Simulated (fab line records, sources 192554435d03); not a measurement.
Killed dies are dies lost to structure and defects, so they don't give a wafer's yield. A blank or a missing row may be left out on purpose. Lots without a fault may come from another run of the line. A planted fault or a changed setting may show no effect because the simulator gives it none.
Split-lot experiment | flow n5_finfet | 7 lots, 21 wafers read, on a route of 1938 steps

THE SPLIT
At N5_BEOL_M1_TRENCH_ETCH_37 (etches SiOC in C4F6/O2, target depth 55.207 nm, time 29 s), the setting bias_w was moved away from the recipe's 185 W on 9 of the 21 wafers read, by -17.8% to +11.1%. The other wafers ran this setting at the recipe's value.

FROM THE SPLIT TO THE READING: what the file shows between them, 2 steps
- N5_BEOL_M1_ETCH_41: etches SiCN in CH3F/O2, target depth 31.9 nm, time 57.8 s
- N5_BEOL_M1_STRIP_97: strips in N2/H2, time 10 s

THE READING
trench_depth_nm, in nm, at N5_BEOL_M1_OCD_MEAS_38. Fault-free wafers of this fab line usually give 55.2 nm, standard deviation 0.84 nm.

wafer  | tool, chamber at the split | bias_w as run, W | against the recipe | trench_depth_nm, nm | against lot-mates on the recipe
L074.3 | rie_diel-06, 2             | 185              | recipe             | 54.5                | -
L074.4 | rie_diel-06, 2             | 185              | recipe             | 55.1                | -
L074.6 | rie_diel-06, 1             | 185              | recipe             | 54.8                | -
L078.1 | rie_diel-04, 1             | 185              | recipe             | 56.8                | -
L078.3 | rie_diel-04, 0             | 152.1            | -17.8%             | 51.6                | -4.1
L078.4 | rie_diel-04, 2             | 185              | recipe             | 54.6                | -
L080.1 | rie_diel-01, 1             | 185              | recipe             | 54.2                | -
L080.3 | rie_diel-01, 2             | 205.5            | +11.1%             | 57.0                | +2.8
L080.5 | rie_diel-01, 1             | 205.5            | +11.1%             | 56.4                | +2.2
L082.1 | rie_diel-06, 1             | 185              | recipe             | 54.6                | -
L082.3 | rie_diel-06, 2             | 162.5            | -12.2%             | 55.1                | +0.5
L082.6 | rie_diel-06, 3             | 162.5            | -12.2%             | 52.8                | -1.8
L086.1 | rie_diel-01, 2             | 160.2            | -13.4%             | 52.5                | -3.1
L086.2 | rie_diel-01, 0             | 185              | recipe             | 55.0                | -
L086.3 | rie_diel-01, 3             | 185              | recipe             | 56.3                | -
L090.3 | rie_diel-01, 1             | 185              | recipe             | 54.8                | -
L090.4 | rie_diel-01, 0             | 185              | recipe             | 55.1                | -
L090.6 | rie_diel-01, 0             | 160.8            | -13.1%             | 52.4                | -2.6
L097.1 | rie_diel-06, 1             | 156.9            | -15.2%             | 51.4                | -4.5
L097.2 | rie_diel-06, 3             | 156.9            | -15.2%             | 50.6                | -5.3
L097.3 | rie_diel-06, 2             | 185              | recipe             | 55.9                | -

THE FIT
A straight line over all 21 wafers: trench_depth_nm changes by +0.19 nm for each +1% of bias_w; r = +0.87; the points scatter about the line by 0.92 nm.
The same after taking each lot's own level away (the mean of its wafers on the recipe; 21 wafers): +0.223 nm for each +1%; r = +0.88; scatter 1 nm.
On that fit, the largest move of bias_w shifts the reading by 4 nm.
The lots' own levels span 54.20 to 55.90 nm, that is 2.0 times the standard deviation above.
So the lot-to-lot level changes the slope: the two fits differ.
Check: with one of the wafers moved furthest among these (-17.8%) left out of the fit, the line predicts -3.87 nm for it against its lot-mates. It came out at -4.1 nm against them.
Tool readings at the split's step, against how far the setting was moved: rf_vpp_V r = +0.98.

THE WHOLE CHAIN: every reading that the file lists as answering this split, in the file's order
step                      | what it does                                              | reading                                                                   | change (the file's fit)               | r (the file's)
N5_BEOL_M1_TRENCH_ETCH_37 | etches SiOC in C4F6/O2, target depth 55.207 nm, time 29 s | rf_vpp_V                                                                  | +5.46 V for each +1% of the setting   | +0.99
N5_BEOL_M1_TRENCH_ETCH_37 | etches SiOC in C4F6/O2, target depth 55.207 nm, time 29 s | BEOL_M1.feature_depth_nm (the simulator's own value, which no gauge read) | +0.217 nm for each +1% of the setting | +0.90
N5_BEOL_M1_TRENCH_ETCH_37 | etches SiOC in C4F6/O2, target depth 55.207 nm, time 29 s | etch.depth_nm (the simulator's own value, which no gauge read)            | +0.218 nm for each +1% of the setting | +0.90
N5_BEOL_M1_OCD_MEAS_38    |                                                           | trench_depth_nm                                                           | +0.222 nm for each +1% of the setting | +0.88

THE FILE'S OWN FIT
trench_depth_nm changes by +0.222 nm for each +1% of bias_w, r = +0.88.
